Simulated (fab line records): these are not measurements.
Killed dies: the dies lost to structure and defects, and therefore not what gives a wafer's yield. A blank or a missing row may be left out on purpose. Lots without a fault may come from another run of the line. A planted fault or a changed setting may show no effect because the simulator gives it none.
Chamber matching :: flow n5-finfet :: N5_BEOL_M15_DESCUM_15 on rie-diel-05: 3 sister chambers
The step chemistry O2, time 7.9 s. 18 wafers are shown with their chamber, then 7 later ones without.

EACH WAFER AND ITS CHAMBER
wafer: L078.1
chamber: 2
throttle-valve-pct (%): 20.29
drypump-motor-current-A (A): 5.9
oes-product-au (a.u.): 0.78

wafer: L078.2
chamber: 3
throttle-valve-pct (%): 20.80
drypump-motor-current-A (A): 6.4
oes-product-au (a.u.): 0.81

wafer: L078.3
chamber: 1
throttle-valve-pct (%): 20.25
drypump-motor-current-A (A): 5.7
oes-product-au (a.u.): 0.71

wafer: L078.4
chamber: 3
throttle-valve-pct (%): 20.78
drypump-motor-current-A (A): 6.4
oes-product-au (a.u.): 0.81

wafer: L078.5
chamber: 1
throttle-valve-pct (%): 20.25
drypump-motor-current-A (A): 5.7
oes-product-au (a.u.): 0.71

wafer: L078.6
chamber: 2
throttle-valve-pct (%): 20.30
drypump-motor-current-A (A): 5.9
oes-product-au (a.u.): 0.79

wafer: L077.1
chamber: 2
throttle-valve-pct (%): 20.29
drypump-motor-current-A (A): 5.9
oes-product-au (a.u.): 0.78

wafer: L077.2
chamber: 1
throttle-valve-pct (%): 20.27
drypump-motor-current-A (A): 5.6
oes-product-au (a.u.): 0.71

wafer: L077.3
chamber: 3
throttle-valve-pct (%): 20.78
drypump-motor-current-A (A): 6.4
oes-product-au (a.u.): 0.80

wafer: L077.4
chamber: 3
throttle-valve-pct (%): 20.78
drypump-motor-current-A (A): 6.4
oes-product-au (a.u.): 0.80

wafer: L077.5
chamber: 2
throttle-valve-pct (%): 20.28
drypump-motor-current-A (A): 5.9
oes-product-au (a.u.): 0.79

wafer: L077.6
chamber: 1
throttle-valve-pct (%): 20.25
drypump-motor-current-A (A): 5.7
oes-product-au (a.u.): 0.72

wafer: L081.1
chamber: 2
throttle-valve-pct (%): 20.30
drypump-motor-current-A (A): 5.9
oes-product-au (a.u.): 0.77

wafer: L081.2
chamber: 1
throttle-valve-pct (%): 20.27
drypump-motor-current-A (A): 5.6
oes-product-au (a.u.): 0.70

wafer: L081.5
chamber: 2
throttle-valve-pct (%): 20.30
drypump-motor-current-A (A): 5.9
oes-product-au (a.u.): 0.78

wafer: L085.1
chamber: 1
throttle-valve-pct (%): 20.28
drypump-motor-current-A (A): 5.6
oes-product-au (a.u.): 0.70

wafer: L085.4
chamber: 2
throttle-valve-pct (%): 20.31
drypump-motor-current-A (A): 5.9
oes-product-au (a.u.): 0.77

wafer: L085.5
chamber: 1
throttle-valve-pct (%): 20.29
drypump-motor-current-A (A): 5.7
oes-product-au (a.u.): 0.69

SIGNATURES (means of the wafers above)
reading: throttle-valve-pct
chamber 1: 20.2657
chamber 2: 20.2957
chamber 3: 20.7850
scatter within a chamber: 0.0128

reading: drypump-motor-current-A
chamber 1: 5.657
chamber 2: 5.900
chamber 3: 6.400
scatter within a chamber: 0.0338

reading: oes-product-au
chamber 1: 0.7057
chamber 2: 0.7800
chamber 3: 0.8050
scatter within a chamber: 0.00845
Rule: for a wafer and a chamber, the distance is found by dividing, reading by reading, the gap between the wafer's reading and the chamber's mean by the reading's scatter, squaring, summing and taking the root. If the next closest chamber is less than 2 further off than the closest, the wafer can't be placed; otherwise it belongs to the closest. The scatter: the root of (the sum of the squares of (reading less its chamber's mean) over the shown wafers, divided by (wafers less chambers)).

WAFERS WITH NO CHAMBER GIVEN
wafer: L086.2
throttle-valve-pct (%): 20.33
drypump-motor-current-A (A): 5.9
oes-product-au (a.u.): 0.77

wafer: L086.5
throttle-valve-pct (%): 20.83
drypump-motor-current-A (A): 6.4
oes-product-au (a.u.): 0.78

wafer: L090.3
throttle-valve-pct (%): 20.30
drypump-motor-current-A (A): 5.6
oes-product-au (a.u.): 0.69

wafer: L090.5
throttle-valve-pct (%): 20.34
drypump-motor-current-A (A): 5.9
oes-product-au (a.u.): 0.76

wafer: L090.6
throttle-valve-pct (%): 20.28
drypump-motor-current-A (A): 5.7
oes-product-au (a.u.): 0.69

wafer: L096.1
throttle-valve-pct (%): 20.32
drypump-motor-current-A (A): 5.6
oes-product-au (a.u.): 0.69

wafer: L096.2
throttle-valve-pct (%): 20.84
drypump-motor-current-A (A): 6.4
oes-product-au (a.u.): 0.76

WHICH CHAMBER EACH ONE RAN IN
wafer: L086.2
from the rows above: 2
in truth: 2

wafer: L086.5
from the rows above: 3
in truth: 3

wafer: L090.3
from the rows above: 1
in truth: 1

wafer: L090.5
from the rows above: 2
in truth: 2

wafer: L090.6
from the rows above: 1
in truth: 1

wafer: L096.1
from the rows above: 1
in truth: 1

wafer: L096.2
from the rows above: 3
in truth: 3
Placed correctly: 7 of 7. Not placeable from these rows: 0. Placed wrongly: 0.
